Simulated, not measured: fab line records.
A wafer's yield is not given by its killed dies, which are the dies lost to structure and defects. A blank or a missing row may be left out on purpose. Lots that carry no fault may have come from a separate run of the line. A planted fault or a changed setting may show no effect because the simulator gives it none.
Matching of chambers || flow n5 finfet || 3 sister chambers for N5_BEOL_M0_SAQP_PECVD_03 on pecvd-03
The step deposits SiCN from 3MS/NH3, target thk 12 nm, time 21.1 s. 22 wafers are shown with their chamber, then 11 later ones without.

WAFERS PAIRED WITH THEIR CHAMBERS
{"wafer": "L074.4", "chamber": 1, "showerhead plenum p Torr (Torr)": 3.652, "throttle valve pct (%)": 8.95, "showerhead vpp V (V)": 859}
{"wafer": "L074.5", "chamber": 0, "showerhead plenum p Torr (Torr)": 3.676, "throttle valve pct (%)": 8.89, "showerhead vpp V (V)": 863}
{"wafer": "L074.6", "chamber": 2, "showerhead plenum p Torr (Torr)": 3.661, "throttle valve pct (%)": 8.82, "showerhead vpp V (V)": 852}
{"wafer": "L076.2", "chamber": 0, "showerhead plenum p Torr (Torr)": 3.687, "throttle valve pct (%)": 8.95, "showerhead vpp V (V)": 854}
{"wafer": "L076.4", "chamber": 2, "showerhead plenum p Torr (Torr)": 3.659, "throttle valve pct (%)": 8.69, "showerhead vpp V (V)": 861}
{"wafer": "L076.6", "chamber": 1, "showerhead plenum p Torr (Torr)": 3.649, "throttle valve pct (%)": 9.02, "showerhead vpp V (V)": 860}
{"wafer": "L077.3", "chamber": 2, "showerhead plenum p Torr (Torr)": 3.656, "throttle valve pct (%)": 8.98, "showerhead vpp V (V)": 840}
{"wafer": "L077.4", "chamber": 1, "showerhead plenum p Torr (Torr)": 3.651, "throttle valve pct (%)": 8.94, "showerhead vpp V (V)": 859}
{"wafer": "L077.5", "chamber": 0, "showerhead plenum p Torr (Torr)": 3.682, "throttle valve pct (%)": 8.98, "showerhead vpp V (V)": 875}
{"wafer": "L080.1", "chamber": 1, "showerhead plenum p Torr (Torr)": 3.663, "throttle valve pct (%)": 8.98, "showerhead vpp V (V)": 856}
{"wafer": "L080.3", "chamber": 2, "showerhead plenum p Torr (Torr)": 3.653, "throttle valve pct (%)": 8.59, "showerhead vpp V (V)": 854}
{"wafer": "L080.4", "chamber": 0, "showerhead plenum p Torr (Torr)": 3.679, "throttle valve pct (%)": 8.75, "showerhead vpp V (V)": 865}
{"wafer": "L083.2", "chamber": 0, "showerhead plenum p Torr (Torr)": 3.684, "throttle valve pct (%)": 8.94, "showerhead vpp V (V)": 862}
{"wafer": "L083.4", "chamber": 0, "showerhead plenum p Torr (Torr)": 3.684, "throttle valve pct (%)": 8.90, "showerhead vpp V (V)": 844}
{"wafer": "L083.5", "chamber": 2, "showerhead plenum p Torr (Torr)": 3.652, "throttle valve pct (%)": 8.45, "showerhead vpp V (V)": 863}
{"wafer": "L084.2", "chamber": 0, "showerhead plenum p Torr (Torr)": 3.682, "throttle valve pct (%)": 8.85, "showerhead vpp V (V)": 878}
{"wafer": "L084.4", "chamber": 1, "showerhead plenum p Torr (Torr)": 3.652, "throttle valve pct (%)": 9.18, "showerhead vpp V (V)": 863}
{"wafer": "L084.5", "chamber": 2, "showerhead plenum p Torr (Torr)": 3.652, "throttle valve pct (%)": 8.91, "showerhead vpp V (V)": 844}
{"wafer": "L085.2", "chamber": 1, "showerhead plenum p Torr (Torr)": 3.657, "throttle valve pct (%)": 9.27, "showerhead vpp V (V)": 860}
{"wafer": "L085.4", "chamber": 0, "showerhead plenum p Torr (Torr)": 3.680, "throttle valve pct (%)": 8.96, "showerhead vpp V (V)": 854}
{"wafer": "L085.6", "chamber": 1, "showerhead plenum p Torr (Torr)": 3.651, "throttle valve pct (%)": 8.99, "showerhead vpp V (V)": 870}
{"wafer": "L089.1", "chamber": 1, "showerhead plenum p Torr (Torr)": 3.663, "throttle valve pct (%)": 9.06, "showerhead vpp V (V)": 854}

SIGNATURES, as means of the wafers listed above
{"reading": "showerhead plenum p Torr", "chamber 0": 3.68175, "chamber 1": 3.65475, "chamber 2": 3.65550, "scatter within a chamber": 0.00443}
{"reading": "throttle valve pct", "chamber 0": 8.9025, "chamber 1": 9.0488, "chamber 2": 8.7400, "scatter within a chamber": 0.133}
{"reading": "showerhead vpp V", "chamber 0": 861.88, "chamber 1": 860.12, "chamber 2": 852.33, "scatter within a chamber": 8.78}
Rule: a wafer lies at a distance from a chamber equal to the root of the sum of squares, over the readings, of (its reading less the chamber's mean, divided by the reading's scatter). If the next closest chamber is less than 2 further off than the closest, the wafer can't be placed; otherwise it belongs to the closest. The scatter: the root of (the sum of the squares of (reading less its chamber's mean) over the shown wafers, divided by (wafers less chambers)).

WAFERS WITH NO CHAMBER GIVEN
{"wafer": "L089.3", "showerhead plenum p Torr (Torr)": 3.666, "throttle valve pct (%)": 8.72, "showerhead vpp V (V)": 875}
{"wafer": "L089.5", "showerhead plenum p Torr (Torr)": 3.653, "throttle valve pct (%)": 9.33, "showerhead vpp V (V)": 851}
{"wafer": "L090.2", "showerhead plenum p Torr (Torr)": 3.654, "throttle valve pct (%)": 8.90, "showerhead vpp V (V)": 862}
{"wafer": "L090.3", "showerhead plenum p Torr (Torr)": 3.644, "throttle valve pct (%)": 8.97, "showerhead vpp V (V)": 869}
{"wafer": "L090.4", "showerhead plenum p Torr (Torr)": 3.676, "throttle valve pct (%)": 8.95, "showerhead vpp V (V)": 866}
{"wafer": "L092.1", "showerhead plenum p Torr (Torr)": 3.669, "throttle valve pct (%)": 9.11, "showerhead vpp V (V)": 848}
{"wafer": "L092.3", "showerhead plenum p Torr (Torr)": 3.663, "throttle valve pct (%)": 8.62, "showerhead vpp V (V)": 843}
{"wafer": "L092.6", "showerhead plenum p Torr (Torr)": 3.687, "throttle valve pct (%)": 8.93, "showerhead vpp V (V)": 857}
{"wafer": "L095.3", "showerhead plenum p Torr (Torr)": 3.664, "throttle valve pct (%)": 9.19, "showerhead vpp V (V)": 870}
{"wafer": "L095.5", "showerhead plenum p Torr (Torr)": 3.658, "throttle valve pct (%)": 9.08, "showerhead vpp V (V)": 857}
{"wafer": "L095.6", "showerhead plenum p Torr (Torr)": 3.660, "throttle valve pct (%)": 8.77, "showerhead vpp V (V)": 844}

EACH ONE'S CHAMBER
{"wafer": "L089.3", "from the rows above": "can't be placed: 2 or 1 or 0", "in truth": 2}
{"wafer": "L089.5", "from the rows above": 1, "in truth": 1}
{"wafer": "L090.2", "from the rows above": "can't be placed: 1 or 2", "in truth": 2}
{"wafer": "L090.3", "from the rows above": "can't be placed: 1 or 2", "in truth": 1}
{"wafer": "L090.4", "from the rows above": 0, "in truth": 0}
{"wafer": "L092.1", "from the rows above": "can't be placed: 1 or 0 or 2", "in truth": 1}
{"wafer": "L092.3", "from the rows above": 2, "in truth": 2}
{"wafer": "L092.6", "from the rows above": 0, "in truth": 0}
{"wafer": "L095.3", "from the rows above": "can't be placed: 1 or 2", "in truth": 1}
{"wafer": "L095.5", "from the rows above": "can't be placed: 1 or 2", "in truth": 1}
{"wafer": "L095.6", "from the rows above": "can't be placed: 2 or 1", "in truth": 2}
4 of 11 placed correctly. These rows do not allow placing 7 (true chamber among the candidates in 7). Placed wrongly: 0.
